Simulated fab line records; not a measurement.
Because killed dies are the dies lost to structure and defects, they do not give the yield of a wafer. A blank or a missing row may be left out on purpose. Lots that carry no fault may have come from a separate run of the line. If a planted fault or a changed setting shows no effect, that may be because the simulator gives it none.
Which tool did it? / flow n5_finfet / 24 lots with 72 wafers sampled at 5 steps, on a route of 1938 steps

WHAT THE GAUGES READ, wafer by wafer
N5_BEOL_M11_INSPECT_13: inspects for defects (brightfield).
lot=L075; measured=day 10 19:31; on=defect_inspect-02; raw_defect_count=506 500 568
lot=L074; measured=day 10 20:30; on=defect_inspect-02; raw_defect_count=498 500 461
lot=L076; measured=day 10 20:49; on=defect_inspect-02; raw_defect_count=383 374 444
lot=L077; measured=day 11 12:04; on=defect_inspect-01; raw_defect_count=439 369 381
lot=L078; measured=day 11 15:58; on=defect_inspect-01; raw_defect_count=348 365 369
lot=L079; measured=day 11 17:03; on=defect_inspect-01; raw_defect_count=434 272 352
lot=L080; measured=day 12 06:13; on=defect_inspect-02; raw_defect_count=341 363 247
lot=L082; measured=day 12 10:05; on=defect_inspect-01; raw_defect_count=332 338 440
lot=L081; measured=day 12 10:16; on=defect_inspect-02; raw_defect_count=465 449 315
lot=L083; measured=day 12 14:59; on=defect_inspect-01; raw_defect_count=340 482 578
lot=L084; measured=day 12 15:23; on=defect_inspect-02; raw_defect_count=349 332 385
lot=L085; measured=day 13 14:56; on=defect_inspect-02; raw_defect_count=284 274 246
lot=L086; measured=day 13 18:59; on=defect_inspect-02; raw_defect_count=350 332 431
lot=L087; measured=day 14 05:29; on=defect_inspect-02; raw_defect_count=521 603 424
lot=L088; measured=day 14 02:34; on=defect_inspect-01; raw_defect_count=352 372 455
lot=L089; measured=day 14 16:13; on=defect_inspect-02; raw_defect_count=566 432 563
lot=L090; measured=day 14 20:14; on=defect_inspect-01; raw_defect_count=426 442 535
lot=L091; measured=day 14 20:39; on=defect_inspect-02; raw_defect_count=358 442 584
lot=L092; measured=day 15 06:59; on=defect_inspect-02; raw_defect_count=373 360 325
lot=L093; measured=day 15 19:07; on=defect_inspect-02; raw_defect_count=382 332 418
lot=L094; measured=day 15 18:52; on=defect_inspect-02; raw_defect_count=533 497 354
lot=L095; measured=day 16 05:40; on=defect_inspect-02; raw_defect_count=466 342 365
lot=L097; measured=day 16 08:53; on=defect_inspect-02; raw_defect_count=288 352 401
lot=L096; measured=day 16 09:12; on=defect_inspect-01; raw_defect_count=403 363 386

WHAT TOOL EACH LOT RAN ON (gives the tool, then ch and the chambers of the sampled wafers, and finally the start)
lot=L075; N5_BEOL_M9_STRIP_80=rie_diel-02 ch 0,1,2, day 10 07:35 or earlier; N5_BEOL_M10_CURE_71=uv_cure-01 ch 2, day 10 07:35; N5_BEOL_M10_DESCUM_33=rie_diel-01 ch 1,2, day 10 11:01; N5_BEOL_M10_TRENCH_ETCH_37=rie_diel-01 ch 1,2, day 10 19:31 or earlier
lot=L074; N5_BEOL_M9_STRIP_80=rie_diel-03 ch 1,2,3, day 10 07:31 or earlier; N5_BEOL_M10_CURE_71=uv_cure-03 ch 2, day 10 07:31; N5_BEOL_M10_DESCUM_33=rie_diel-04 ch 0,1,2, day 10 15:32; N5_BEOL_M10_TRENCH_ETCH_37=rie_diel-04 ch 0,1,2, day 10 20:30 or earlier
lot=L076; N5_BEOL_M9_STRIP_80=rie_diel-03 ch 0,2,3, day 10 10:46 or earlier; N5_BEOL_M10_CURE_71=uv_cure-02 ch 1, day 10 10:46; N5_BEOL_M10_DESCUM_33=rie_diel-01 ch 1,2,3, day 10 15:40; N5_BEOL_M10_TRENCH_ETCH_37=rie_diel-01 ch 1,2,3, day 10 20:49 or earlier
lot=L077; N5_BEOL_M9_STRIP_80=rie_diel-06 ch 0,1,2, day 11 03:09 or earlier; N5_BEOL_M10_CURE_71=uv_cure-02 ch 0, day 11 03:09; N5_BEOL_M10_DESCUM_33=rie_diel-05 ch 1,2,3, day 11 06:58; N5_BEOL_M10_TRENCH_ETCH_37=rie_diel-05 ch 1,2,3, day 11 12:04 or earlier
lot=L078; N5_BEOL_M9_STRIP_80=rie_diel-06 ch 1,2,3, day 11 05:03 or earlier; N5_BEOL_M10_CURE_71=uv_cure-03 ch 0, day 11 05:03; N5_BEOL_M10_DESCUM_33=rie_diel-01 ch 1,2,3, day 11 10:43; N5_BEOL_M10_TRENCH_ETCH_37=rie_diel-01 ch 1,2,3, day 11 15:58 or earlier
lot=L079; N5_BEOL_M9_STRIP_80=rie_diel-02 ch 0,1,2, day 11 06:31 or earlier; N5_BEOL_M10_CURE_71=uv_cure-02 ch 2, day 11 06:31; N5_BEOL_M10_DESCUM_33=rie_diel-05 ch 1,2, day 11 11:13; N5_BEOL_M10_TRENCH_ETCH_37=rie_diel-05 ch 1,2, day 11 17:03 or earlier
lot=L080; N5_BEOL_M9_STRIP_80=rie_diel-03 ch 2,3, day 11 14:18 or earlier; N5_BEOL_M10_CURE_71=uv_cure-02 ch 1, day 11 14:18; N5_BEOL_M10_DESCUM_33=rie_diel-04 ch 0,3, day 11 19:22; N5_BEOL_M10_TRENCH_ETCH_37=rie_diel-04 ch 0,3, day 12 06:13 or earlier
lot=L082; N5_BEOL_M9_STRIP_80=rie_diel-02 ch 1,2,3, day 11 21:23 or earlier; N5_BEOL_M10_CURE_71=uv_cure-02 ch 1, day 11 21:23; N5_BEOL_M10_DESCUM_33=rie_diel-04 ch 1,2,3, day 12 01:29; N5_BEOL_M10_TRENCH_ETCH_37=rie_diel-04 ch 1,2,3, day 12 10:05 or earlier
lot=L081; N5_BEOL_M9_STRIP_80=rie_diel-03 ch 0,1,2, day 11 21:49 or earlier; N5_BEOL_M10_CURE_71=uv_cure-03 ch 2, day 11 21:49; N5_BEOL_M10_DESCUM_33=rie_diel-04 ch 1,2, day 12 03:22; N5_BEOL_M10_TRENCH_ETCH_37=rie_diel-04 ch 1,2, day 12 10:16 or earlier
lot=L083; N5_BEOL_M9_STRIP_80=rie_diel-06 ch 1,2,3, day 12 02:54 or earlier; N5_BEOL_M10_CURE_71=uv_cure-03 ch 2, day 12 02:54; N5_BEOL_M10_DESCUM_33=rie_diel-04 ch 0,1,2, day 12 09:04; N5_BEOL_M10_TRENCH_ETCH_37=rie_diel-04 ch 0,1,2, day 12 14:59 or earlier
lot=L084; N5_BEOL_M9_STRIP_80=rie_diel-03 ch 0,1,2, day 12 03:20 or earlier; N5_BEOL_M10_CURE_71=uv_cure-01 ch 0, day 12 03:20; N5_BEOL_M10_DESCUM_33=rie_diel-05 ch 1,2, day 12 09:53; N5_BEOL_M10_TRENCH_ETCH_37=rie_diel-05 ch 1,2, day 12 15:23 or earlier
lot=L085; N5_BEOL_M9_STRIP_80=rie_diel-02 ch 1,3, day 13 01:08 or earlier; N5_BEOL_M10_CURE_71=uv_cure-03 ch 2, day 13 01:08; N5_BEOL_M10_DESCUM_33=rie_diel-05 ch 0,2, day 13 09:14; N5_BEOL_M10_TRENCH_ETCH_37=rie_diel-05 ch 0,2, day 13 14:56 or earlier
lot=L086; N5_BEOL_M9_STRIP_80=rie_diel-06 ch 0,1, day 13 05:35 or earlier; N5_BEOL_M10_CURE_71=uv_cure-03 ch 0, day 13 05:35; N5_BEOL_M10_DESCUM_33=rie_diel-05 ch 1,2, day 13 11:40; N5_BEOL_M10_TRENCH_ETCH_37=rie_diel-05 ch 1,2, day 13 18:59 or earlier
lot=L087; N5_BEOL_M9_STRIP_80=rie_diel-02 ch 0,1,3, day 13 15:55 or earlier; N5_BEOL_M10_CURE_71=uv_cure-01 ch 2, day 13 15:55; N5_BEOL_M10_DESCUM_33=rie_diel-04 ch 0,1,2, day 13 21:59; N5_BEOL_M10_TRENCH_ETCH_37=rie_diel-04 ch 0,1,2, day 14 05:29 or earlier
lot=L088; N5_BEOL_M9_STRIP_80=rie_diel-03 ch 1,2, day 13 15:31 or earlier; N5_BEOL_M10_CURE_71=uv_cure-01 ch 1, day 13 15:31; N5_BEOL_M10_DESCUM_33=rie_diel-01 ch 0,1,3, day 13 21:41; N5_BEOL_M10_TRENCH_ETCH_37=rie_diel-01 ch 0,1,3, day 14 02:34 or earlier
lot=L089; N5_BEOL_M9_STRIP_80=rie_diel-06 ch 1,2, day 14 00:36 or earlier; N5_BEOL_M10_CURE_71=uv_cure-01 ch 2, day 14 00:36; N5_BEOL_M10_DESCUM_33=rie_diel-04 ch 2,3, day 14 08:16; N5_BEOL_M10_TRENCH_ETCH_37=rie_diel-04 ch 2,3, day 14 16:13 or earlier
lot=L090; N5_BEOL_M9_STRIP_80=rie_diel-06 ch 0,2, day 14 11:34 or earlier; N5_BEOL_M10_CURE_71=uv_cure-03 ch 1, day 14 11:34; N5_BEOL_M10_DESCUM_33=rie_diel-05 ch 0,1,3, day 14 15:15; N5_BEOL_M10_TRENCH_ETCH_37=rie_diel-05 ch 0,1,3, day 14 20:14 or earlier
lot=L091; N5_BEOL_M9_STRIP_80=rie_diel-02 ch 1,2,3, day 14 11:44 or earlier; N5_BEOL_M10_CURE_71=uv_cure-01 ch 1, day 14 11:44; N5_BEOL_M10_DESCUM_33=rie_diel-04 ch 0,1,2, day 14 15:28; N5_BEOL_M10_TRENCH_ETCH_37=rie_diel-04 ch 0,1,2, day 14 20:39 or earlier
lot=L092; N5_BEOL_M9_STRIP_80=rie_diel-02 ch 0,1, day 14 21:26 or earlier; N5_BEOL_M10_CURE_71=uv_cure-01 ch 1, day 14 21:26; N5_BEOL_M10_DESCUM_33=rie_diel-04 ch 0,2, day 15 00:49; N5_BEOL_M10_TRENCH_ETCH_37=rie_diel-04 ch 0,2, day 15 06:59 or earlier
lot=L093; N5_BEOL_M9_STRIP_80=rie_diel-02 ch 0,2,3, day 15 08:06 or earlier; N5_BEOL_M10_CURE_71=uv_cure-03 ch 2, day 15 08:06; N5_BEOL_M10_DESCUM_33=rie_diel-04 ch 0,3, day 15 13:32; N5_BEOL_M10_TRENCH_ETCH_37=rie_diel-04 ch 0,3, day 15 19:07 or earlier
lot=L094; N5_BEOL_M9_STRIP_80=rie_diel-06 ch 0,2,3, day 15 08:52 or earlier; N5_BEOL_M10_CURE_71=uv_cure-02 ch 1, day 15 08:52; N5_BEOL_M10_DESCUM_33=rie_diel-01 ch 0,2, day 15 13:22; N5_BEOL_M10_TRENCH_ETCH_37=rie_diel-01 ch 0,2, day 15 18:52 or earlier
lot=L095; N5_BEOL_M9_STRIP_80=rie_diel-02 ch 0,1,2, day 15 19:38 or earlier; N5_BEOL_M10_CURE_71=uv_cure-02 ch 1, day 15 19:38; N5_BEOL_M10_DESCUM_33=rie_diel-05 ch 0,1,3, day 16 00:19; N5_BEOL_M10_TRENCH_ETCH_37=rie_diel-05 ch 0,1,3, day 16 05:40 or earlier
lot=L097; N5_BEOL_M9_STRIP_80=rie_diel-02 ch 0,1, day 15 22:11 or earlier; N5_BEOL_M10_CURE_71=uv_cure-02 ch 1, day 15 22:11; N5_BEOL_M10_DESCUM_33=rie_diel-04 ch 2,3, day 16 00:55; N5_BEOL_M10_TRENCH_ETCH_37=rie_diel-04 ch 2,3, day 16 08:53 or earlier
lot=L096; N5_BEOL_M9_STRIP_80=rie_diel-02 ch 0,2, day 15 22:22 or earlier; N5_BEOL_M10_CURE_71=uv_cure-01 ch 2, day 15 22:22; N5_BEOL_M10_DESCUM_33=rie_diel-01 ch 1,2, day 16 02:10; N5_BEOL_M10_TRENCH_ETCH_37=rie_diel-01 ch 1,2, day 16 09:12 or earlier
- N5_BEOL_M9_STRIP_80: strips in N2/H2, time 10 s.
- N5_BEOL_M10_CURE_71: cures SiCOH lowk, time 240 s.
- N5_BEOL_M10_DESCUM_33: chemistry O2, time 7.9 s.
- N5_BEOL_M10_TRENCH_ETCH_37: etches SiCOH lowk in C4F6/O2, target depth 148.83 nm, time 48 s.

AS READ BY THE TOOLS THEMSELVES (means over the sampled wafers that have a number; for cases with no such wafer, the mark the record gives instead)
N5_BEOL_M9_STRIP_80.
lot=L075; tool=rie_diel-02; drypump_motor_current_A (A)=6.4; oes_product_au (a.u.)=0.81; rf_vpp_V (V)=59.5; showerhead_plenum_p_Torr (Torr)=2.56; throttle_valve_pct (%)=23.5
lot=L074; tool=rie_diel-03; drypump_motor_current_A (A)=6.0; oes_product_au (a.u.)=0.78; rf_vpp_V (V)=58.5; showerhead_plenum_p_Torr (Torr)=2.52; throttle_valve_pct (%)=23.4
lot=L076; tool=rie_diel-03; drypump_motor_current_A (A)=6.2; oes_product_au (a.u.)=0.85; rf_vpp_V (V)=58.8; showerhead_plenum_p_Torr (Torr)=2.56; throttle_valve_pct (%)=23.3
lot=L077; tool=rie_diel-06; drypump_motor_current_A (A)=5.7; oes_product_au (a.u.)=0.83; rf_vpp_V (V)=59.4; showerhead_plenum_p_Torr (Torr)=2.54; throttle_valve_pct (%)=23.8
lot=L078; tool=rie_diel-06; drypump_motor_current_A (A)=5.4; oes_product_au (a.u.)=0.84; rf_vpp_V (V)=59.7; showerhead_plenum_p_Torr (Torr)=2.57; throttle_valve_pct (%)=23.6
lot=L079; tool=rie_diel-02; drypump_motor_current_A (A)=6.3; oes_product_au (a.u.)=0.80; rf_vpp_V (V)=59.2; showerhead_plenum_p_Torr (Torr)=2.55; throttle_valve_pct (%)=23.5
lot=L080; tool=rie_diel-03; drypump_motor_current_A (A)=6.0; oes_product_au (a.u.)=0.75; rf_vpp_V (V)=58.2; showerhead_plenum_p_Torr (Torr)=2.59; throttle_valve_pct (%)=23.5
lot=L082; tool=rie_diel-02; drypump_motor_current_A (A)=6.0; oes_product_au (a.u.)=0.84; rf_vpp_V (V)=58.8; showerhead_plenum_p_Torr (Torr)=2.51; throttle_valve_pct (%)=23.6
lot=L081; tool=rie_diel-03; drypump_motor_current_A (A)=6.2; oes_product_au (a.u.)=0.85; rf_vpp_V (V)=59.7; showerhead_plenum_p_Torr (Torr)=2.48; throttle_valve_pct (%)=23.2
lot=L083; tool=rie_diel-06; drypump_motor_current_A (A)=5.4; oes_product_au (a.u.)=0.84; rf_vpp_V (V)=59.7; showerhead_plenum_p_Torr (Torr)=2.57; throttle_valve_pct (%)=23.6
lot=L084; tool=rie_diel-03; drypump_motor_current_A (A)=6.2; oes_product_au (a.u.)=0.85; rf_vpp_V (V)=59.0; showerhead_plenum_p_Torr (Torr)=2.48; throttle_valve_pct (%)=23.2
lot=L085; tool=rie_diel-02; drypump_motor_current_A (A)=5.7; oes_product_au (a.u.)=0.79; rf_vpp_V (V)=58.9; showerhead_plenum_p_Torr (Torr)=2.49; throttle_valve_pct (%)=23.3
lot=L086; tool=rie_diel-06; drypump_motor_current_A (A)=5.6; oes_product_au (a.u.)=0.86; rf_vpp_V (V)=59.7; showerhead_plenum_p_Torr (Torr)=2.52; throttle_valve_pct (%)=23.7
lot=L087; tool=rie_diel-02; drypump_motor_current_A (A)=6.1; oes_product_au (a.u.)=0.74; rf_vpp_V (V)=59.6; showerhead_plenum_p_Torr (Torr)=2.53; throttle_valve_pct (%)=23.2
lot=L088; tool=rie_diel-03; drypump_motor_current_A (A)=6.3; oes_product_au (a.u.)=0.83; rf_vpp_V (V)=58.7; showerhead_plenum_p_Torr (Torr)=2.50; throttle_valve_pct (%)=23.0
lot=L089; tool=rie_diel-06; drypump_motor_current_A (A)=5.5; oes_product_au (a.u.)=0.83; rf_vpp_V (V)=58.3; showerhead_plenum_p_Torr (Torr)=2.50; throttle_valve_pct (%)=23.8
lot=L090; tool=rie_diel-06; drypump_motor_current_A (A)=5.8; oes_product_au (a.u.)=0.76; rf_vpp_V (V)=59.5; showerhead_plenum_p_Torr (Torr)=2.55; throttle_valve_pct (%)=23.9
lot=L091; tool=rie_diel-02; drypump_motor_current_A (A)=6.0; oes_product_au (a.u.)=0.80; rf_vpp_V (V)=58.8; showerhead_plenum_p_Torr (Torr)=2.50; throttle_valve_pct (%)=23.6
lot=L092; tool=rie_diel-02; drypump_motor_current_A (A)=6.5; oes_product_au (a.u.)=0.83; rf_vpp_V (V)=59.8; showerhead_plenum_p_Torr (Torr)=2.55; throttle_valve_pct (%)=23.1
lot=L093; tool=rie_diel-02; drypump_motor_current_A (A)=5.9; oes_product_au (a.u.)=0.87; rf_vpp_V (V)=58.7; showerhead_plenum_p_Torr (Torr)=2.51; throttle_valve_pct (%)=23.4
lot=L094; tool=rie_diel-06; drypump_motor_current_A (A)=5.6; oes_product_au (a.u.)=0.77; rf_vpp_V (V)=60.1; showerhead_plenum_p_Torr (Torr)=2.58; throttle_valve_pct (%)=23.7
lot=L095; tool=rie_diel-02; drypump_motor_current_A (A)=6.3; oes_product_au (a.u.)=0.85; rf_vpp_V (V)=59.1; showerhead_plenum_p_Torr (Torr)=2.54; throttle_valve_pct (%)=23.5
lot=L097; tool=rie_diel-02; drypump_motor_current_A (A)=6.4; oes_product_au (a.u.)=0.87; rf_vpp_V (V)=60.1; showerhead_plenum_p_Torr (Torr)=2.56; throttle_valve_pct (%)=22.9
lot=L096; tool=rie_diel-02; drypump_motor_current_A (A)=6.3; oes_product_au (a.u.)=0.91; rf_vpp_V (V)=58.9; showerhead_plenum_p_Torr (Torr)=2.55; throttle_valve_pct (%)=23.2

N5_BEOL_M10_CURE_71.
lot=L075; tool=uv_cure-01; lamp_power_pct (%)=52.29; wafer_temp_C_max=386.8
lot=L074; tool=uv_cure-03; lamp_power_pct (%)=52.30; wafer_temp_C_max=387.6
lot=L076; tool=uv_cure-02; lamp_power_pct (%)=52.28; wafer_temp_C_max=386.7
lot=L077; tool=uv_cure-02; lamp_power_pct (%)=52.34; wafer_temp_C_max=386.1
lot=L078; tool=uv_cure-03; lamp_power_pct (%)=52.31; wafer_temp_C_max=386.8
lot=L079; tool=uv_cure-02; lamp_power_pct (%)=52.32; wafer_temp_C_max=386.2
lot=L080; tool=uv_cure-02; lamp_power_pct (%)=52.28; wafer_temp_C_max=386.9
lot=L082; tool=uv_cure-02; lamp_power_pct (%)=52.29; wafer_temp_C_max=387.0
lot=L081; tool=uv_cure-03; lamp_power_pct (%)=52.33; wafer_temp_C_max=387.2
lot=L083; tool=uv_cure-03; lamp_power_pct (%)=52.29; wafer_temp_C_max=387.4
lot=L084; tool=uv_cure-01; lamp_power_pct (%)=52.36; wafer_temp_C_max=387.7
lot=L085; tool=uv_cure-03; lamp_power_pct (%)=52.31; wafer_temp_C_max=387.7
lot=L086; tool=uv_cure-03; lamp_power_pct (%)=52.27; wafer_temp_C_max=386.6
lot=L087; tool=uv_cure-01; lamp_power_pct (%)=52.33; wafer_temp_C_max=386.5
lot=L088; tool=uv_cure-01; lamp_power_pct (%)=52.25; wafer_temp_C_max=386.2
lot=L089; tool=uv_cure-01; lamp_power_pct (%)=52.22; wafer_temp_C_max=386.5
lot=L090; tool=uv_cure-03; lamp_power_pct (%)=52.32; wafer_temp_C_max=386.8
lot=L091; tool=uv_cure-01; lamp_power_pct (%)=52.31; wafer_temp_C_max=386.5
lot=L092; tool=uv_cure-01; lamp_power_pct (%)=52.35; wafer_temp_C_max=386.7
lot=L093; tool=uv_cure-03; lamp_power_pct (%)=52.30; wafer_temp_C_max=387.0
lot=L094; tool=uv_cure-02; lamp_power_pct (%)=52.28; wafer_temp_C_max=386.1
lot=L095; tool=uv_cure-02; lamp_power_pct (%)=52.38; wafer_temp_C_max=387.2
lot=L097; tool=uv_cure-02; lamp_power_pct (%)=52.35; wafer_temp_C_max=386.6
lot=L096; tool=uv_cure-01; lamp_power_pct (%)=52.32; wafer_temp_C_max=386.2

N5_BEOL_M10_DESCUM_33.
lot=L075; tool=rie_diel-01; drypump_motor_current_A (A)=5.3; oes_product_au (a.u.)=0.79; rf_vpp_V (V)=244.0; showerhead_plenum_p_Torr (Torr)=2.13; throttle_valve_pct (%)=20.6
lot=L074; tool=rie_diel-04; drypump_motor_current_A (A)=5.8; oes_product_au (a.u.)=0.95; rf_vpp_V (V)=243.2; showerhead_plenum_p_Torr (Torr)=2.15; throttle_valve_pct (%)=20.2
lot=L076; tool=rie_diel-01; drypump_motor_current_A (A)=5.5; oes_product_au (a.u.)=0.75; rf_vpp_V (V)=243.7; showerhead_plenum_p_Torr (Torr)=2.14; throttle_valve_pct (%)=20.6
lot=L077; tool=rie_diel-05; drypump_motor_current_A (A)=5.4; oes_product_au (a.u.)=0.74; rf_vpp_V (V)=241.7; showerhead_plenum_p_Torr (Torr)=2.03; throttle_valve_pct (%)=20.6
lot=L078; tool=rie_diel-01; drypump_motor_current_A (A)=5.5; oes_product_au (a.u.)=0.74; rf_vpp_V (V)=244.3; showerhead_plenum_p_Torr (Torr)=2.13; throttle_valve_pct (%)=20.7
lot=L079; tool=rie_diel-05; drypump_motor_current_A (A)=5.6; oes_product_au (a.u.)=0.76; rf_vpp_V (V)=240.9; showerhead_plenum_p_Torr (Torr)=1.99; throttle_valve_pct (%)=20.5
lot=L080; tool=rie_diel-04; drypump_motor_current_A (A)=5.4; oes_product_au (a.u.)=0.86; rf_vpp_V (V)=244.8; showerhead_plenum_p_Torr (Torr)=2.14; throttle_valve_pct (%)=20.0
lot=L082; tool=rie_diel-04; drypump_motor_current_A (A)=5.5; oes_product_au (a.u.)=0.91; rf_vpp_V (V)=244.7; showerhead_plenum_p_Torr (Torr)=2.15; throttle_valve_pct (%)=20.1
lot=L081; tool=rie_diel-04; drypump_motor_current_A (A)=5.7; oes_product_au (a.u.)=0.92; rf_vpp_V (V)=244.2; showerhead_plenum_p_Torr (Torr)=2.15; throttle_valve_pct (%)=20.3
lot=L083; tool=rie_diel-04; drypump_motor_current_A (A)=5.8; oes_product_au (a.u.)=0.90; rf_vpp_V (V)=244.8; showerhead_plenum_p_Torr (Torr)=2.15; throttle_valve_pct (%)=20.2
lot=L084; tool=rie_diel-05; drypump_motor_current_A (A)=5.7; oes_product_au (a.u.)=0.75; rf_vpp_V (V)=240.8; showerhead_plenum_p_Torr (Torr)=1.95; throttle_valve_pct (%)=20.7
lot=L085; tool=rie_diel-05; drypump_motor_current_A (A)=5.4; oes_product_au (a.u.)=0.72; rf_vpp_V (V)=240.1; showerhead_plenum_p_Torr (Torr)=1.93; throttle_valve_pct (%)=20.8
lot=L086; tool=rie_diel-05; drypump_motor_current_A (A)=5.6; oes_product_au (a.u.)=0.74; rf_vpp_V (V)=241.4; showerhead_plenum_p_Torr (Torr)=1.99; throttle_valve_pct (%)=20.5
lot=L087; tool=rie_diel-04; drypump_motor_current_A (A)=5.8; oes_product_au (a.u.)=0.87; rf_vpp_V (V)=244.2; showerhead_plenum_p_Torr (Torr)=2.14; throttle_valve_pct (%)=20.2
lot=L088; tool=rie_diel-01; drypump_motor_current_A (A)=5.7; oes_product_au (a.u.)=0.75; rf_vpp_V (V)=242.9; showerhead_plenum_p_Torr (Torr)=2.08; throttle_valve_pct (%)=20.5
lot=L089; tool=rie_diel-04; drypump_motor_current_A (A)=5.2; oes_product_au (a.u.)=0.84; rf_vpp_V (V)=244.5; showerhead_plenum_p_Torr (Torr)=2.12; throttle_valve_pct (%)=20.2
lot=L090; tool=rie_diel-05; drypump_motor_current_A (A)=5.1; oes_product_au (a.u.)=0.78; rf_vpp_V (V)=243.2; showerhead_plenum_p_Torr (Torr)=2.03; throttle_valve_pct (%)=20.3
lot=L091; tool=rie_diel-04; drypump_motor_current_A (A)=5.8; oes_product_au (a.u.)=0.87; rf_vpp_V (V)=244.9; showerhead_plenum_p_Torr (Torr)=2.14; throttle_valve_pct (%)=20.3
lot=L092; tool=rie_diel-04; drypump_motor_current_A (A)=5.8; oes_product_au (a.u.)=0.85; rf_vpp_V (V)=243.6; showerhead_plenum_p_Torr (Torr)=2.11; throttle_valve_pct (%)=20.4
lot=L093; tool=rie_diel-04; drypump_motor_current_A (A)=5.4; oes_product_au (a.u.)=0.81; rf_vpp_V (V)=243.8; showerhead_plenum_p_Torr (Torr)=2.12; throttle_valve_pct (%)=20.1
lot=L094; tool=rie_diel-01; drypump_motor_current_A (A)=5.8; oes_product_au (a.u.)=0.81; rf_vpp_V (V)=243.5; showerhead_plenum_p_Torr (Torr)=2.05; throttle_valve_pct (%)=20.3
lot=L095; tool=rie_diel-05; drypump_motor_current_A (A)=5.2; oes_product_au (a.u.)=0.87; rf_vpp_V (V)=244.0; showerhead_plenum_p_Torr (Torr)=2.11; throttle_valve_pct (%)=20.1
lot=L097; tool=rie_diel-04; drypump_motor_current_A (A)=5.5; oes_product_au (a.u.)=0.84; rf_vpp_V (V)=243.3; showerhead_plenum_p_Torr (Torr)=2.12; throttle_valve_pct (%)=20.3
lot=L096; tool=rie_diel-01; drypump_motor_current_A (A)=5.3; oes_product_au (a.u.)=0.75; rf_vpp_V (V)=243.2; showerhead_plenum_p_Torr (Torr)=2.11; throttle_valve_pct (%)=20.7

N5_BEOL_M10_TRENCH_ETCH_37.
lot=L075; tool=rie_diel-01; drypump_motor_current_A (A)=5.3; oes_product_au (a.u.)=0.79; rf_vpp_V (V)=686; showerhead_plenum_p_Torr (Torr)=2.86; throttle_valve_pct (%)=20.93
lot=L074; tool=rie_diel-04; drypump_motor_current_A (A)=5.8; oes_product_au (a.u.)=0.92; rf_vpp_V (V)=686; showerhead_plenum_p_Torr (Torr)=2.98; throttle_valve_pct (%)=20.96
lot=L076; tool=rie_diel-01; drypump_motor_current_A (A)=5.5; oes_product_au (a.u.)=0.74; rf_vpp_V (V)=691; showerhead_plenum_p_Torr (Torr)=2.88; throttle_valve_pct (%)=20.98
lot=L077; tool=rie_diel-05; drypump_motor_current_A (A)=5.4; oes_product_au (a.u.)=0.74; rf_vpp_V (V)=658; showerhead_plenum_p_Torr (Torr)=2.76; throttle_valve_pct (%)=21.02
lot=L078; tool=rie_diel-01; drypump_motor_current_A (A)=5.5; oes_product_au (a.u.)=0.74; rf_vpp_V (V)=690; showerhead_plenum_p_Torr (Torr)=2.87; throttle_valve_pct (%)=20.99
lot=L079; tool=rie_diel-05; drypump_motor_current_A (A)=5.6; oes_product_au (a.u.)=0.76; rf_vpp_V (V)=663; showerhead_plenum_p_Torr (Torr)=2.72; throttle_valve_pct (%)=20.98
lot=L080; tool=rie_diel-04; drypump_motor_current_A (A)=5.4; oes_product_au (a.u.)=0.87; rf_vpp_V (V)=663; showerhead_plenum_p_Torr (Torr)=2.91; throttle_valve_pct (%)=20.54
lot=L082; tool=rie_diel-04; drypump_motor_current_A (A)=5.5; oes_product_au (a.u.)=0.90; rf_vpp_V (V)=675; showerhead_plenum_p_Torr (Torr)=2.96; throttle_valve_pct (%)=20.81
lot=L081; tool=rie_diel-04; drypump_motor_current_A (A)=5.7; oes_product_au (a.u.)=0.91; rf_vpp_V (V)=693; showerhead_plenum_p_Torr (Torr)=2.97; throttle_valve_pct (%)=21.10
lot=L083; tool=rie_diel-04; drypump_motor_current_A (A)=5.8; oes_product_au (a.u.)=0.88; rf_vpp_V (V)=685; showerhead_plenum_p_Torr (Torr)=2.97; throttle_valve_pct (%)=20.99
lot=L084; tool=rie_diel-05; drypump_motor_current_A (A)=5.7; oes_product_au (a.u.)=0.75; rf_vpp_V (V)=657; showerhead_plenum_p_Torr (Torr)=2.67; throttle_valve_pct (%)=21.20
lot=L085; tool=rie_diel-05; drypump_motor_current_A (A)=5.4; oes_product_au (a.u.)=0.72; rf_vpp_V (V)=652; showerhead_plenum_p_Torr (Torr)=2.63; throttle_valve_pct (%)=21.27
lot=L086; tool=rie_diel-05; drypump_motor_current_A (A)=5.6; oes_product_au (a.u.)=0.75; rf_vpp_V (V)=661; showerhead_plenum_p_Torr (Torr)=2.71; throttle_valve_pct (%)=21.01
lot=L087; tool=rie_diel-04; drypump_motor_current_A (A)=5.8; oes_product_au (a.u.)=0.86; rf_vpp_V (V)=684; showerhead_plenum_p_Torr (Torr)=2.96; throttle_valve_pct (%)=21.01
lot=L088; tool=rie_diel-01; drypump_motor_current_A (A)=5.7; oes_product_au (a.u.)=0.74; rf_vpp_V (V)=695; showerhead_plenum_p_Torr (Torr)=2.83; throttle_valve_pct (%)=20.95
lot=L089; tool=rie_diel-04; drypump_motor_current_A (A)=5.2; oes_product_au (a.u.)=0.85; rf_vpp_V (V)=670; showerhead_plenum_p_Torr (Torr)=2.90; throttle_valve_pct (%)=20.69
lot=L090; tool=rie_diel-05; drypump_motor_current_A (A)=5.1; oes_product_au (a.u.)=0.77; rf_vpp_V (V)=656; showerhead_plenum_p_Torr (Torr)=2.77; throttle_valve_pct (%)=20.80
lot=L091; tool=rie_diel-04; drypump_motor_current_A (A)=5.8; oes_product_au (a.u.)=0.85; rf_vpp_V (V)=684; showerhead_plenum_p_Torr (Torr)=2.96; throttle_valve_pct (%)=21.02
lot=L092; tool=rie_diel-04; drypump_motor_current_A (A)=5.8; oes_product_au (a.u.)=0.84; rf_vpp_V (V)=698; showerhead_plenum_p_Torr (Torr)=2.92; throttle_valve_pct (%)=21.13
lot=L093; tool=rie_diel-04; drypump_motor_current_A (A)=5.4; oes_product_au (a.u.)=0.83; rf_vpp_V (V)=663; showerhead_plenum_p_Torr (Torr)=2.89; throttle_valve_pct (%)=20.60
lot=L094; tool=rie_diel-01; drypump_motor_current_A (A)=5.8; oes_product_au (a.u.)=0.81; rf_vpp_V (V)=712; showerhead_plenum_p_Torr (Torr)=2.79; throttle_valve_pct (%)=20.83
lot=L095; tool=rie_diel-05; drypump_motor_current_A (A)=5.1; oes_product_au (a.u.)=0.86; rf_vpp_V (V)=658; showerhead_plenum_p_Torr (Torr)=2.88; throttle_valve_pct (%)=20.68
lot=L097; tool=rie_diel-04; drypump_motor_current_A (A)=5.5; oes_product_au (a.u.)=0.83; rf_vpp_V (V)=687; showerhead_plenum_p_Torr (Torr)=2.91; throttle_valve_pct (%)=20.97
lot=L096; tool=rie_diel-01; drypump_motor_current_A (A)=5.3; oes_product_au (a.u.)=0.75; rf_vpp_V (V)=685; showerhead_plenum_p_Torr (Torr)=2.84; throttle_valve_pct (%)=21.00

THE ANSWER, worked out from the rows above alone
Rule: the usual values come from the lots themselves. The widest of any qualifying gaps counts: lots, ordered by their means at a reading, are off when they make up no more than a third of the lots, leave a main group of 4 or more, and stand apart from it by 3 or more times the standard deviation of that group's means. Not used: any main group whose means are identical at the precision the tables above print for the reading. Also off: a lot with no number at a reading for which 4 or more lots have one. Where the step has rows for the other lots, those lots are counted as sound. After the gauges, taken in route order, come the tools' own readings; for these a lot's mean is taken, as printed above. At the first step where some lot is off, the reading lying furthest off is the one used; lots without a number count as furthest.
None of the lots is off at any reading shown; this tells nothing.

WHAT THE SIMULATOR PUT IN
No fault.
